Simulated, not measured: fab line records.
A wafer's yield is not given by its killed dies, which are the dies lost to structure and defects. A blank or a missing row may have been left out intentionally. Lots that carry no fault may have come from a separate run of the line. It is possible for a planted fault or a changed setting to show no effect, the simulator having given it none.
fab line records / flow n5Finfet / part 2 of 2: steps 5 to 6 of 6
record lots=21 wafers=63 lastDay=19
route steps=1938 shown FIN_CUT@167 STI_FIN_REVEAL@184 DUMMY_GATE@235
lots that met no fault: from a run of the same line without faults
startH: hours from the record's opening day to when the first of the lot's shown wafers began / waitH: time in hours since the lot's previous step / " identical to the entry in the row above / L1.1+2: a single row standing in for several wafers / - either no value or no given start / * or withheld: withheld / < > ~ a bound
route shown NAME@n: names a module that has steps shown in the file, with the first one's number in the route / usual: mean/standard deviation of fault-free wafers / same: alike in all rows / chamber/n: place in a boat / sites: the reading at each site / _std_site: how widely they spread, as a standard deviation / _edge_site: inner sites' mean taken away from outer sites' mean / radiusMm: for every site, how far away it sits from the centre of the wafer / mask NAME#n: copy n / behind: the most recent tool/chamber to have shaped the wafer / hold: why the lot was held/for how many hours/how that ended / device: which transistor (n, p or np) failed to switch / end of line: at the end of the route, the tests of the same wafers / step lacking rows: just its recipe / killed: not the wafer's yield, but the dies lost to structure and defects at the first sort / map: the dies of a wafer, with x for killed, . for not killed, _ for no die there
set.NAME: setting as actually run; set.NAME@STEP: the setting as run at that earlier step / model.NAME: the simulator's own value behind a step, which no gauge read
the route's steps for a sample of lots (tables are steps, rows are wafers)
services: from which hour (startH, from the record's first day; less than 0 if before it) a tool's chamber was out of use, for how many hours, and why
## steps
# step N5_STI_FIN_REVEAL_CMP_04
# recipe stopOn=Si3N4 tOverpolishS=4 downForcePsi=2 platenRpm=54.18 postCmpClean=alkalineBrush padVelocityMS=1.078 targetThkNm=131.83
# usual motorCurrentA=8.1/0.69 overpolishRunS=3.999/0.0094 timeToEndpointS=105/5.1
lot.wafer=L074.2 tool=cmp-03 chamber=1 startH=32.53 waitH=0.0 motorCurrentA=7.3 overpolishRunS=4.011 timeToEndpointS=106
lot.wafer=L074.3 tool=cmp-03 chamber=0 startH=32.53 waitH=0.0 motorCurrentA=7.7 overpolishRunS=4.004 timeToEndpointS=109
lot.wafer=L074.5 tool=cmp-03 chamber=1 startH=32.53 waitH=0.0 motorCurrentA=7.2 overpolishRunS=3.988 timeToEndpointS=104
lot.wafer=L075.2 tool=cmp-04 chamber=2 startH=38.78 waitH=0.0 motorCurrentA=6.6 overpolishRunS=3.996 timeToEndpointS=101
lot.wafer=L075.4 tool=cmp-04 chamber=1 startH=38.78 waitH=0.0 motorCurrentA=7.9 overpolishRunS=4.005 timeToEndpointS=99
lot.wafer=L075.6 tool=cmp-04 chamber=3 startH=38.78 waitH=0.0 motorCurrentA=8.4 overpolishRunS=3.994 timeToEndpointS=99
lot.wafer=L076.1 tool=cmp-04 chamber=2 startH=47.63 waitH=0.1 motorCurrentA=7.2 overpolishRunS=3.992 timeToEndpointS=99
lot.wafer=L076.2 tool=cmp-04 chamber=1 startH=47.63 waitH=0.1 motorCurrentA=8.5 overpolishRunS=4.005 timeToEndpointS=101
lot.wafer=L076.5 tool=cmp-04 chamber=3 startH=47.63 waitH=0.1 motorCurrentA=8.8 overpolishRunS=3.992 timeToEndpointS=102
lot.wafer=L077.4 tool=cmp-03 chamber=2 startH=52.53 waitH=0.0 motorCurrentA=9.5 overpolishRunS=3.988 timeToEndpointS=106
lot.wafer=L077.2 tool=cmp-03 chamber=1 startH=52.53 waitH=0.0 motorCurrentA=7.3 overpolishRunS=3.977 timeToEndpointS=107
lot.wafer=L077.6 tool=cmp-03 chamber=3 startH=52.53 waitH=0.0 motorCurrentA=7.7 overpolishRunS=4.018 timeToEndpointS=103
lot.wafer=L078.3 tool=cmp-03 chamber=1 startH=59.28 waitH=0.1 motorCurrentA=7.3 overpolishRunS=4.008 timeToEndpointS=103
lot.wafer=L078.2 tool=cmp-03 chamber=2 startH=59.28 waitH=0.1 motorCurrentA=9.1 overpolishRunS=4.005 timeToEndpointS=109
lot.wafer=L078.5 tool=cmp-03 chamber=3 startH=59.28 waitH=0.1 motorCurrentA=8.3 overpolishRunS=3.981 timeToEndpointS=102
lot.wafer=L079.2 tool=cmp-01 chamber=0 startH=65.55 waitH=0.0 motorCurrentA=8.1 overpolishRunS=3.988 timeToEndpointS=107
lot.wafer=L079.1 tool=cmp-01 chamber=1 startH=65.55 waitH=0.0 motorCurrentA=8.4 overpolishRunS=3.996 timeToEndpointS=101
lot.wafer=L079.4 tool=cmp-01 chamber=2 startH=65.55 waitH=0.0 motorCurrentA=7.7 overpolishRunS=4.003 timeToEndpointS=105
lot.wafer=L080.3 tool=cmp-01 chamber=3 startH=69.43 waitH=0.0 motorCurrentA=8.6 overpolishRunS=3.995 timeToEndpointS=105
lot.wafer=L080.6 tool=cmp-01 chamber=3 startH=69.43 waitH=0.0 motorCurrentA=8.8 overpolishRunS=3.994 timeToEndpointS=104
lot.wafer=L080.5 tool=cmp-01 chamber=0 startH=69.43 waitH=0.0 motorCurrentA=8.0 overpolishRunS=3.991 timeToEndpointS=102
lot.wafer=L081.3 tool=cmp-03 chamber=1 startH=75.03 waitH=0.2 motorCurrentA=6.9 overpolishRunS=3.995 timeToEndpointS=107
lot.wafer=L081.2 tool=cmp-03 chamber=2 startH=75.03 waitH=0.2 motorCurrentA=8.8 overpolishRunS=3.988 timeToEndpointS=111
lot.wafer=L081.5 tool=cmp-03 chamber=1 startH=75.03 waitH=0.2 motorCurrentA=7.4 overpolishRunS=3.998 timeToEndpointS=109
lot.wafer=L082.3 tool=cmp-01 chamber=0 startH=80.54 waitH=0.0 motorCurrentA=8.2 overpolishRunS=3.994 timeToEndpointS=104
lot.wafer=L082.1 tool=cmp-01 chamber=1 startH=80.54 waitH=0.0 motorCurrentA=8.7 overpolishRunS=4.000 timeToEndpointS=98
lot.wafer=L082.4 tool=cmp-01 chamber=2 startH=80.54 waitH=0.0 motorCurrentA=7.8 overpolishRunS=4.000 timeToEndpointS=101
lot.wafer=L083.1 tool=cmp-01 chamber=2 startH=86.15 waitH=0.0 motorCurrentA=7.5 overpolishRunS=3.991 timeToEndpointS=97
lot.wafer=L083.3 tool=cmp-01 chamber=1 startH=86.15 waitH=0.0 motorCurrentA=8.8 overpolishRunS=3.994 timeToEndpointS=99
lot.wafer=L083.5 tool=cmp-01 chamber=3 startH=86.15 waitH=0.0 motorCurrentA=8.7 overpolishRunS=4.013 timeToEndpointS=101
lot.wafer=L084.4 tool=cmp-04 chamber=0 startH=92.84 waitH=0.1 motorCurrentA=8.8 overpolishRunS=3.994 timeToEndpointS=103
lot.wafer=L084.2 tool=cmp-04 chamber=1 startH=92.84 waitH=0.1 motorCurrentA=7.7 overpolishRunS=4.001 timeToEndpointS=99
lot.wafer=L084.6 tool=cmp-04 chamber=2 startH=92.84 waitH=0.1 motorCurrentA=7.0 overpolishRunS=3.989 timeToEndpointS=100
lot.wafer=L085.1 tool=cmp-04 chamber=1 startH=105.51 waitH=0.1 motorCurrentA=8.2 overpolishRunS=4.003 timeToEndpointS=98
lot.wafer=L085.4 tool=cmp-04 chamber=2 startH=105.51 waitH=0.1 motorCurrentA=6.7 overpolishRunS=3.990 timeToEndpointS=100
lot.wafer=L085.5 tool=cmp-04 chamber=1 startH=105.51 waitH=0.1 motorCurrentA=7.9 overpolishRunS=4.013 timeToEndpointS=98
lot.wafer=L086.1 tool=cmp-04 chamber=1 startH=106.65 waitH=0.0 motorCurrentA=8.3 overpolishRunS=3.990 timeToEndpointS=97
lot.wafer=L086.3 tool=cmp-04 chamber=2 startH=106.65 waitH=0.0 motorCurrentA=7.0 overpolishRunS=4.014 timeToEndpointS=104
lot.wafer=L086.4 tool=cmp-04 chamber=3 startH=106.65 waitH=0.0 motorCurrentA=8.7 overpolishRunS=3.995 timeToEndpointS=100
lot.wafer=L089.2 tool=cmp-01 chamber=3 startH=125.85 waitH=0.1 motorCurrentA=8.8 overpolishRunS=3.997 timeToEndpointS=109
lot.wafer=L089.3 tool=cmp-01 chamber=0 startH=125.85 waitH=0.1 motorCurrentA=8.2 overpolishRunS=4.000 timeToEndpointS=110
lot.wafer=L089.4 tool=cmp-01 chamber=1 startH=125.85 waitH=0.1 motorCurrentA=9.1 overpolishRunS=4.002 timeToEndpointS=108
lot.wafer=L091.2 tool=cmp-01 chamber=0 startH=135.26 waitH=0.1 motorCurrentA=7.7 overpolishRunS=3.992 timeToEndpointS=107
lot.wafer=L091.5 tool=cmp-01 chamber=3 startH=135.26 waitH=0.1 motorCurrentA=8.4 overpolishRunS=4.013 timeToEndpointS=108
lot.wafer=L091.6 tool=cmp-01 chamber=0 startH=135.26 waitH=0.1 motorCurrentA=8.2 overpolishRunS=3.988 timeToEndpointS=108
lot.wafer=L092.1 tool=cmp-03 chamber=3 startH=141.01 waitH=0.1 motorCurrentA=7.9 overpolishRunS=3.997 timeToEndpointS=111
lot.wafer=L092.5 tool=cmp-03 chamber=1 startH=141.01 waitH=0.1 motorCurrentA=7.2 overpolishRunS=4.012 timeToEndpointS=113
lot.wafer=L092.6 tool=cmp-03 chamber=2 startH=141.01 waitH=0.1 motorCurrentA=9.0 overpolishRunS=4.007 timeToEndpointS=115
lot.wafer=L093.4 tool=cmp-03 chamber=3 startH=147.90 waitH=0.1 motorCurrentA=7.8 overpolishRunS=3.990 timeToEndpointS=113
lot.wafer=L093.2 tool=cmp-03 chamber=1 startH=147.90 waitH=0.1 motorCurrentA=7.1 overpolishRunS=3.993 timeToEndpointS=111
lot.wafer=L093.6 tool=cmp-03 chamber=3 startH=147.90 waitH=0.1 motorCurrentA=7.3 overpolishRunS=4.015 timeToEndpointS=116
lot.wafer=L094.2 tool=cmp-01 chamber=2 startH=154.05 waitH=0.1 motorCurrentA=7.5 overpolishRunS=4.006 timeToEndpointS=103
lot.wafer=L094.6 tool=cmp-01 chamber=1 startH=154.05 waitH=0.1 motorCurrentA=9.0 overpolishRunS=4.001 timeToEndpointS=102
lot.wafer=L094.5 tool=cmp-01 chamber=2 startH=154.05 waitH=0.1 motorCurrentA=7.6 overpolishRunS=3.988 timeToEndpointS=103
lot.wafer=L095.2 tool=cmp-03 chamber=0 startH=159.43 waitH=0.0 motorCurrentA=7.8 overpolishRunS=3.999 timeToEndpointS=116
lot.wafer=L095.5 tool=cmp-03 chamber=0 startH=159.43 waitH=0.0 motorCurrentA=8.1 overpolishRunS=4.006 timeToEndpointS=113
lot.wafer=L095.6 tool=cmp-03 chamber=1 startH=159.43 waitH=0.0 motorCurrentA=7.7 overpolishRunS=3.991 timeToEndpointS=111
lot.wafer=L096.4 tool=cmp-03 chamber=2 startH=165.58 waitH=0.0 motorCurrentA=8.9 overpolishRunS=3.987 timeToEndpointS=115
lot.wafer=L096.3 tool=cmp-03 chamber=3 startH=165.58 waitH=0.0 motorCurrentA=7.7 overpolishRunS=4.002 timeToEndpointS=116
lot.wafer=L096.1 tool=cmp-03 chamber=1 startH=165.58 waitH=0.0 motorCurrentA=7.0 overpolishRunS=3.996 timeToEndpointS=110
lot.wafer=L097.2 tool=cmp-01 chamber=0 startH=170.75 waitH=0.1 motorCurrentA=8.3 overpolishRunS=4.008 timeToEndpointS=107
lot.wafer=L097.3 tool=cmp-01 chamber=2 startH=170.75 waitH=0.1 motorCurrentA=7.6 overpolishRunS=3.998 timeToEndpointS=109
lot.wafer=L097.5 tool=cmp-01 chamber=3 startH=170.75 waitH=0.1 motorCurrentA=9.0 overpolishRunS=4.015 timeToEndpointS=108
# step N5_DUMMY_GATE_ETCH_29
# recipe chemistry=N2/H2 target=underlayer targetDepthA=130 ionEnergyEv=200 pressureMtorr=30 sourceW=840 biasW=150 n2FlowSccm=200 h2FlowSccm=200
# usual biasW=149.9/0.47 drypumpMotorCurrentA=5.7/0.54 oesProductAu=0.80/0.094 rfVppV=523.8/2.7 showerheadPlenumPTorr=2.54/0.093 throttleValvePct=17.91/0.2
lot.wafer=L074.2 tool=rieDiel-04 chamber=2 startH=45.02 waitH=0.0 biasW=150.1 drypumpMotorCurrentA=6.2 oesProductAu=0.81 rfHoursCounterH=85 rfVppV=522.1 showerheadPlenumPTorr=2.47 throttleValvePct=18.03
lot.wafer=L074.3 tool=rieDiel-04 chamber=1 startH=45.02 waitH=0.0 biasW=150.7 drypumpMotorCurrentA=5.9 oesProductAu=0.80 rfHoursCounterH=100 rfVppV=527.0 showerheadPlenumPTorr=2.67 throttleValvePct=17.89
lot.wafer=L074.5 tool=rieDiel-04 chamber=0 startH=45.02 waitH=0.0 biasW=149.7 drypumpMotorCurrentA=5.4 oesProductAu=0.70 rfHoursCounterH=- rfVppV=520.9 showerheadPlenumPTorr=2.41 throttleValvePct=17.99
lot.wafer=L075.2 tool=rieDiel-04 chamber=0 startH=51.52 waitH=0.0 biasW=149.8 drypumpMotorCurrentA=5.4 oesProductAu=0.71 rfHoursCounterH=230 rfVppV=520.5 showerheadPlenumPTorr=2.41 throttleValvePct=18.00
lot.wafer=L075.4 tool=rieDiel-04 chamber=1 startH=51.52 waitH=0.0 biasW=149.8 drypumpMotorCurrentA=5.9 oesProductAu=0.81 rfHoursCounterH=101 rfVppV=526.8 showerheadPlenumPTorr=2.67 throttleValvePct=17.89
lot.wafer=L075.6 tool=rieDiel-04 chamber=3 startH=51.52 waitH=0.0 biasW=150.9 drypumpMotorCurrentA=5.9 oesProductAu=0.68 rfHoursCounterH=- rfVppV=526.3 showerheadPlenumPTorr=2.60 throttleValvePct=18.02
lot.wafer=L076.1 tool=rieDiel-04 chamber=1 startH=59.98 waitH=0.0 biasW=149.8 drypumpMotorCurrentA=5.9 oesProductAu=0.82 rfHoursCounterH=104 rfVppV=528.6 showerheadPlenumPTorr=2.67 throttleValvePct=17.89
lot.wafer=L076.2 tool=rieDiel-04 chamber=0 startH=59.98 waitH=0.0 biasW=149.1 drypumpMotorCurrentA=5.4 oesProductAu=0.70 rfHoursCounterH=233 rfVppV=519.1 showerheadPlenumPTorr=2.41 throttleValvePct=18.02
lot.wafer=L076.5 tool=rieDiel-04 chamber=0 startH=59.98 waitH=0.0 biasW=149.3 drypumpMotorCurrentA=5.4 oesProductAu=0.70 rfHoursCounterH=- rfVppV=521.9 showerheadPlenumPTorr=2.41 throttleValvePct=18.02
lot.wafer=L077.2 tool=rieDiel-01 chamber=0 startH=65.43 waitH=0.0 biasW=150.5 drypumpMotorCurrentA=5.5 oesProductAu=0.88 rfHoursCounterH=30 rfVppV=525.3 showerheadPlenumPTorr=2.60 throttleValvePct=17.66
lot.wafer=L077.4 tool=rieDiel-01 chamber=3 startH=65.43 waitH=0.0 biasW=150.1 drypumpMotorCurrentA=5.4 oesProductAu=0.70 rfHoursCounterH=222 rfVppV=523.5 showerheadPlenumPTorr=2.50 throttleValvePct=17.80
lot.wafer=L077.6 tool=rieDiel-01 chamber=3 startH=65.43 waitH=0.0 biasW=149.6 drypumpMotorCurrentA=5.4 oesProductAu=0.70 rfHoursCounterH=- rfVppV=523.4 showerheadPlenumPTorr=2.50 throttleValvePct=17.81
lot.wafer=L078.2 tool=rieDiel-06 chamber=3 startH=72.19 waitH=0.0 biasW=150.5 drypumpMotorCurrentA=5.1 oesProductAu=0.74 rfHoursCounterH=169 rfVppV=520.7 showerheadPlenumPTorr=2.43 throttleValvePct=18.22
lot.wafer=L078.3 tool=rieDiel-06 chamber=2 startH=72.19 waitH=0.0 biasW=149.5 drypumpMotorCurrentA=6.6 oesProductAu=0.71 rfHoursCounterH=235 rfVppV=525.2 showerheadPlenumPTorr=2.61 throttleValvePct=18.30
lot.wafer=L078.5 tool=rieDiel-06 chamber=3 startH=72.19 waitH=0.0 biasW=150.1 drypumpMotorCurrentA=5.1 oesProductAu=0.74 rfHoursCounterH=- rfVppV=520.9 showerheadPlenumPTorr=2.43 throttleValvePct=18.21
lot.wafer=L079.1 tool=rieDiel-04 chamber=1 startH=78.09 waitH=0.0 biasW=150.5 drypumpMotorCurrentA=6.0 oesProductAu=0.81 rfHoursCounterH=110 rfVppV=529.0 showerheadPlenumPTorr=2.67 throttleValvePct=17.88
lot.wafer=L079.2 tool=rieDiel-04 chamber=0 startH=78.09 waitH=0.0 biasW=149.6 drypumpMotorCurrentA=5.4 oesProductAu=0.69 rfHoursCounterH=240 rfVppV=518.5 showerheadPlenumPTorr=2.41 throttleValvePct=18.01
lot.wafer=L079.4 tool=rieDiel-04 chamber=2 startH=78.09 waitH=0.0 biasW=150.0 drypumpMotorCurrentA=6.2 oesProductAu=0.80 rfHoursCounterH=- rfVppV=521.8 showerheadPlenumPTorr=2.46 throttleValvePct=18.05
lot.wafer=L080.3 tool=rieDiel-06 chamber=2 startH=81.87 waitH=0.0 biasW=149.7 drypumpMotorCurrentA=6.6 oesProductAu=0.70 rfHoursCounterH=239 rfVppV=525.9 showerheadPlenumPTorr=2.61 throttleValvePct=18.33
lot.wafer=L080.5 tool=rieDiel-06 chamber=2 startH=81.87 waitH=0.0 biasW=149.5 drypumpMotorCurrentA=6.6 oesProductAu=0.70 rfHoursCounterH=- rfVppV=526.3 showerheadPlenumPTorr=2.61 throttleValvePct=18.32
lot.wafer=L080.6 tool=rieDiel-06 chamber=3 startH=81.87 waitH=0.0 biasW=149.3 drypumpMotorCurrentA=5.1 oesProductAu=0.73 rfHoursCounterH=- rfVppV=520.9 showerheadPlenumPTorr=2.43 throttleValvePct=18.23
lot.wafer=L081.2 tool=rieDiel-04 chamber=1 startH=87.89 waitH=0.0 biasW=149.5 drypumpMotorCurrentA=5.9 oesProductAu=0.80 rfHoursCounterH=115 rfVppV=527.7 showerheadPlenumPTorr=2.67 throttleValvePct=17.91
lot.wafer=L081.3 tool=rieDiel-04 chamber=3 startH=87.89 waitH=0.0 biasW=150.1 drypumpMotorCurrentA=5.9 oesProductAu=0.99 rfHoursCounterH=0 rfVppV=525.0 showerheadPlenumPTorr=2.60 throttleValvePct=17.62
lot.wafer=L081.5 tool=rieDiel-04 chamber=0 startH=87.89 waitH=0.0 biasW=150.5 drypumpMotorCurrentA=5.4 oesProductAu=0.68 rfHoursCounterH=- rfVppV=520.9 showerheadPlenumPTorr=2.40 throttleValvePct=18.04
lot.wafer=L082.1 tool=rieDiel-04 chamber=3 startH=93.47 waitH=0.0 biasW=149.6 drypumpMotorCurrentA=5.8 oesProductAu=0.99 rfHoursCounterH=2 rfVppV=525.2 showerheadPlenumPTorr=2.60 throttleValvePct=17.65
lot.wafer=L082.3 tool=rieDiel-04 chamber=1 startH=93.47 waitH=0.0 biasW=149.9 drypumpMotorCurrentA=5.9 oesProductAu=0.80 rfHoursCounterH=116 rfVppV=527.0 showerheadPlenumPTorr=2.67 throttleValvePct=17.90
lot.wafer=L082.4 tool=rieDiel-04 chamber=0 startH=93.47 waitH=0.0 biasW=149.5 drypumpMotorCurrentA=5.3 oesProductAu=0.69 rfHoursCounterH=245 rfVppV=520.1 showerheadPlenumPTorr=2.40 throttleValvePct=18.02
lot.wafer=L083.1 tool=rieDiel-04 chamber=1 startH=100.41 waitH=0.0 biasW=150.2 drypumpMotorCurrentA=5.9 oesProductAu=0.80 rfHoursCounterH=118 rfVppV=528.4 showerheadPlenumPTorr=2.67 throttleValvePct=17.92
lot.wafer=L083.3 tool=rieDiel-04 chamber=2 startH=100.41 waitH=0.0 biasW=150.4 drypumpMotorCurrentA=6.2 oesProductAu=0.81 rfHoursCounterH=105 rfVppV=521.8 showerheadPlenumPTorr=2.46 throttleValvePct=18.09
lot.wafer=L083.5 tool=rieDiel-04 chamber=0 startH=100.41 waitH=0.0 biasW=149.5 drypumpMotorCurrentA=5.3 oesProductAu=0.69 rfHoursCounterH=- rfVppV=518.4 showerheadPlenumPTorr=2.40 throttleValvePct=18.04
lot.wafer=L084.2 tool=rieDiel-04 chamber=1 startH=105.46 waitH=0.0 biasW=150.6 drypumpMotorCurrentA=6.0 oesProductAu=0.79 rfHoursCounterH=120 rfVppV=526.2 showerheadPlenumPTorr=2.67 throttleValvePct=17.92
lot.wafer=L084.4 tool=rieDiel-04 chamber=0 startH=105.46 waitH=0.0 biasW=150.1 drypumpMotorCurrentA=5.4 oesProductAu=0.68 rfHoursCounterH=249 rfVppV=520.2 showerheadPlenumPTorr=2.40 throttleValvePct=18.04
lot.wafer=L084.6 tool=rieDiel-04 chamber=0 startH=105.46 waitH=0.0 biasW=149.5 drypumpMotorCurrentA=5.4 oesProductAu=0.68 rfHoursCounterH=- rfVppV=519.2 showerheadPlenumPTorr=2.40 throttleValvePct=18.04
lot.wafer=L085.1 tool=rieDiel-01 chamber=0 startH=118.04 waitH=0.0 biasW=149.6 drypumpMotorCurrentA=5.4 oesProductAu=0.88 rfHoursCounterH=46 rfVppV=524.9 showerheadPlenumPTorr=2.59 throttleValvePct=17.70
lot.wafer=L085.4 tool=rieDiel-01 chamber=3 startH=118.04 waitH=0.0 biasW=150.1 drypumpMotorCurrentA=5.4 oesProductAu=0.69 rfHoursCounterH=238 rfVppV=522.4 showerheadPlenumPTorr=2.50 throttleValvePct=17.84
lot.wafer=L085.5 tool=rieDiel-01 chamber=1 startH=118.04 waitH=0.0 biasW=149.7 drypumpMotorCurrentA=6.8 oesProductAu=0.85 rfHoursCounterH=- rfVppV=524.7 showerheadPlenumPTorr=2.58 throttleValvePct=17.80
lot.wafer=L086.1 tool=rieDiel-01 chamber=2 startH=123.28 waitH=0.0 biasW=149.6 drypumpMotorCurrentA=4.9 oesProductAu=0.78 rfHoursCounterH=127 rfVppV=520.8 showerheadPlenumPTorr=2.45 throttleValvePct=17.88
lot.wafer=L086.3 tool=rieDiel-01 chamber=0 startH=123.28 waitH=0.0 biasW=150.2 drypumpMotorCurrentA=5.5 oesProductAu=0.87 rfHoursCounterH=49 rfVppV=524.8 showerheadPlenumPTorr=2.59 throttleValvePct=17.69
lot.wafer=L086.4 tool=rieDiel-01 chamber=3 startH=123.28 waitH=0.0 biasW=149.2 drypumpMotorCurrentA=5.4 oesProductAu=0.68 rfHoursCounterH=240 rfVppV=522.0 showerheadPlenumPTorr=2.50 throttleValvePct=17.83
lot.wafer=L089.2 tool=rieDiel-06 chamber=1 startH=138.47 waitH=0.0 biasW=149.6 drypumpMotorCurrentA=5.0 oesProductAu=0.74 rfHoursCounterH=189 rfVppV=523.0 showerheadPlenumPTorr=2.52 throttleValvePct=17.87
lot.wafer=L089.3 tool=rieDiel-06 chamber=0 startH=138.47 waitH=0.0 biasW=150.1 drypumpMotorCurrentA=6.3 oesProductAu=0.96 rfHoursCounterH=12 rfVppV=526.4 showerheadPlenumPTorr=2.61 throttleValvePct=17.68
lot.wafer=L089.4 tool=rieDiel-06 chamber=0 startH=138.47 waitH=0.0 biasW=150.0 drypumpMotorCurrentA=6.3 oesProductAu=0.95 rfHoursCounterH=- rfVppV=524.9 showerheadPlenumPTorr=2.61 throttleValvePct=17.67
lot.wafer=L091.2 tool=rieDiel-06 chamber=0 startH=151.25 waitH=0.0 biasW=149.8 drypumpMotorCurrentA=6.2 oesProductAu=0.94 rfHoursCounterH=15 rfVppV=526.3 showerheadPlenumPTorr=2.61 throttleValvePct=17.69
lot.wafer=L091.5 tool=rieDiel-06 chamber=1 startH=151.25 waitH=0.0 biasW=149.8 drypumpMotorCurrentA=4.9 oesProductAu=0.74 rfHoursCounterH=- rfVppV=524.6 showerheadPlenumPTorr=2.52 throttleValvePct=17.91
lot.wafer=L091.6 tool=rieDiel-06 chamber=0 startH=151.25 waitH=0.0 biasW=150.0 drypumpMotorCurrentA=6.3 oesProductAu=0.94 rfHoursCounterH=- rfVppV=526.0 showerheadPlenumPTorr=2.61 throttleValvePct=17.69
lot.wafer=L092.1 tool=rieDiel-04 chamber=1 startH=153.59 waitH=0.0 biasW=150.2 drypumpMotorCurrentA=5.9 oesProductAu=0.77 rfHoursCounterH=138 rfVppV=526.8 showerheadPlenumPTorr=2.66 throttleValvePct=17.93
lot.wafer=L092.5 tool=rieDiel-04 chamber=1 startH=153.59 waitH=0.0 biasW=150.1 drypumpMotorCurrentA=5.9 oesProductAu=0.78 rfHoursCounterH=- rfVppV=527.3 showerheadPlenumPTorr=2.66 throttleValvePct=17.96
lot.wafer=L092.6 tool=rieDiel-04 chamber=2 startH=153.59 waitH=0.0 biasW=149.8 drypumpMotorCurrentA=6.2 oesProductAu=0.77 rfHoursCounterH=- rfVppV=521.4 showerheadPlenumPTorr=2.45 throttleValvePct=18.10
lot.wafer=L093.2 tool=rieDiel-04 chamber=3 startH=162.71 waitH=0.0 biasW=150.0 drypumpMotorCurrentA=5.9 oesProductAu=0.91 rfHoursCounterH=25 rfVppV=525.7 showerheadPlenumPTorr=2.59 throttleValvePct=17.68
lot.wafer=L093.4 tool=rieDiel-04 chamber=2 startH=162.71 waitH=0.0 biasW=150.0 drypumpMotorCurrentA=6.2 oesProductAu=0.77 rfHoursCounterH=127 rfVppV=522.7 showerheadPlenumPTorr=2.45 throttleValvePct=18.10
lot.wafer=L093.6 tool=rieDiel-04 chamber=2 startH=162.71 waitH=0.0 biasW=149.5 drypumpMotorCurrentA=6.2 oesProductAu=0.77 rfHoursCounterH=- rfVppV=521.4 showerheadPlenumPTorr=2.45 throttleValvePct=18.09
lot.wafer=L094.2 tool=rieDiel-01 chamber=0 startH=166.78 waitH=0.0 biasW=149.9 drypumpMotorCurrentA=5.4 oesProductAu=0.84 rfHoursCounterH=64 rfVppV=523.9 showerheadPlenumPTorr=2.58 throttleValvePct=17.74
lot.wafer=L094.5 tool=rieDiel-01 chamber=1 startH=166.78 waitH=0.0 biasW=150.0 drypumpMotorCurrentA=6.8 oesProductAu=0.82 rfHoursCounterH=- rfVppV=526.4 showerheadPlenumPTorr=2.58 throttleValvePct=17.80
lot.wafer=L094.6 tool=rieDiel-01 chamber=0 startH=166.78 waitH=0.0 biasW=150.1 drypumpMotorCurrentA=5.4 oesProductAu=0.83 rfHoursCounterH=- rfVppV=525.5 showerheadPlenumPTorr=2.58 throttleValvePct=17.73
lot.wafer=L095.2 tool=rieDiel-04 chamber=0 startH=171.67 waitH=0.0 biasW=149.7 drypumpMotorCurrentA=5.3 oesProductAu=0.95 rfHoursCounterH=13 rfVppV=527.5 showerheadPlenumPTorr=2.71 throttleValvePct=17.63
lot.wafer=L095.5 tool=rieDiel-04 chamber=0 startH=171.67 waitH=0.0 biasW=149.8 drypumpMotorCurrentA=5.3 oesProductAu=0.95 rfHoursCounterH=- rfVppV=529.0 showerheadPlenumPTorr=2.71 throttleValvePct=17.61
lot.wafer=L095.6 tool=rieDiel-04 chamber=1 startH=171.67 waitH=0.0 biasW=148.9 drypumpMotorCurrentA=5.9 oesProductAu=0.77 rfHoursCounterH=- rfVppV=525.6 showerheadPlenumPTorr=2.66 throttleValvePct=17.96
lot.wafer=L096.1 tool=rieDiel-01 chamber=3 startH=178.17 waitH=0.0 biasW=149.7 drypumpMotorCurrentA=5.4 oesProductAu=0.96 rfHoursCounterH=2 rfVppV=523.2 showerheadPlenumPTorr=2.49 throttleValvePct=17.46
lot.wafer=L096.3 tool=rieDiel-01 chamber=1 startH=178.17 waitH=0.0 biasW=149.6 drypumpMotorCurrentA=6.7 oesProductAu=0.83 rfHoursCounterH=76 rfVppV=524.3 showerheadPlenumPTorr=2.58 throttleValvePct=17.82
lot.wafer=L096.4 tool=rieDiel-01 chamber=2 startH=178.17 waitH=0.0 biasW=149.5 drypumpMotorCurrentA=4.8 oesProductAu=0.76 rfHoursCounterH=141 rfVppV=521.9 showerheadPlenumPTorr=2.44 throttleValvePct=17.89
lot.wafer=L097.2 tool=rieDiel-06 chamber=0 startH=184.97 waitH=0.0 biasW=150.1 drypumpMotorCurrentA=6.2 oesProductAu=0.91 rfHoursCounterH=26 rfVppV=526.5 showerheadPlenumPTorr=2.60 throttleValvePct=17.68
lot.wafer=L097.3 tool=rieDiel-06 chamber=2 startH=184.97 waitH=0.0 biasW=149.4 drypumpMotorCurrentA=6.6 oesProductAu=0.96 rfHoursCounterH=9 rfVppV=526.4 showerheadPlenumPTorr=2.60 throttleValvePct=17.89
lot.wafer=L097.5 tool=rieDiel-06 chamber=0 startH=184.97 waitH=0.0 biasW=149.0 drypumpMotorCurrentA=6.2 oesProductAu=0.91 rfHoursCounterH=- rfVppV=525.2 showerheadPlenumPTorr=2.60 throttleValvePct=17.70
## services
tool=rieDiel-06 chamber=2 startH=4.97 hours=11.8 kind=repair
tool=rieSi-03 chamber=0 startH=6.12 hours=3.5 kind=repair
tool=rieSi-03 chamber=- startH=9.00 hours=0.2 kind=repair
tool=cmp-03 chamber=- startH=12.95 hours=8.3 kind=pm
tool=cmp-03 chamber=- startH=21.27 hours=3.9 kind=pm
tool=cmp-03 chamber=- startH=25.43 hours=1.5 kind=repair
tool=rieDiel-01 chamber=1 startH=27.37 hours=13.8 kind=repair
tool=rieSi-02 chamber=- startH=40.99 hours=0.9 kind=repair
tool=rieDiel-04 chamber=1 startH=46.04 hours=2.6 kind=repair
tool=cmp-01 chamber=- startH=46.93 hours=4.0 kind=pm
tool=rieDiel-06 chamber=2 startH=57.16 hours=4.2 kind=repair
tool=cmp-03 chamber=- startH=59.51 hours=0.5 kind=repair
tool=rieDiel-01 chamber=0 startH=66.08 hours=1.5 kind=repair
tool=rieSi-03 chamber=1 startH=67.28 hours=5.5 kind=repair
tool=aldSin-02 chamber=2 startH=82.74 hours=2.1 kind=repair
tool=rieDiel-06 chamber=- startH=92.89 hours=0.4 kind=repair
tool=cmp-01 chamber=- startH=93.90 hours=1.4 kind=repair
tool=rieDiel-06 chamber=2 startH=114.51 hours=5.9 kind=repair
tool=rieDiel-06 chamber=- startH=116.53 hours=12.6 kind=repair
tool=cmp-03 chamber=- startH=134.35 hours=1.1 kind=repair
tool=cmp-03 chamber=- startH=164.44 hours=0.8 kind=repair
tool=rieSi-03 chamber=0 startH=169.96 hours=4.0 kind=repair
tool=cmp-03 chamber=- startH=177.97 hours=0.9 kind=repair
tool=rieDiel-06 chamber=1 startH=183.64 hours=4.6 kind=repair
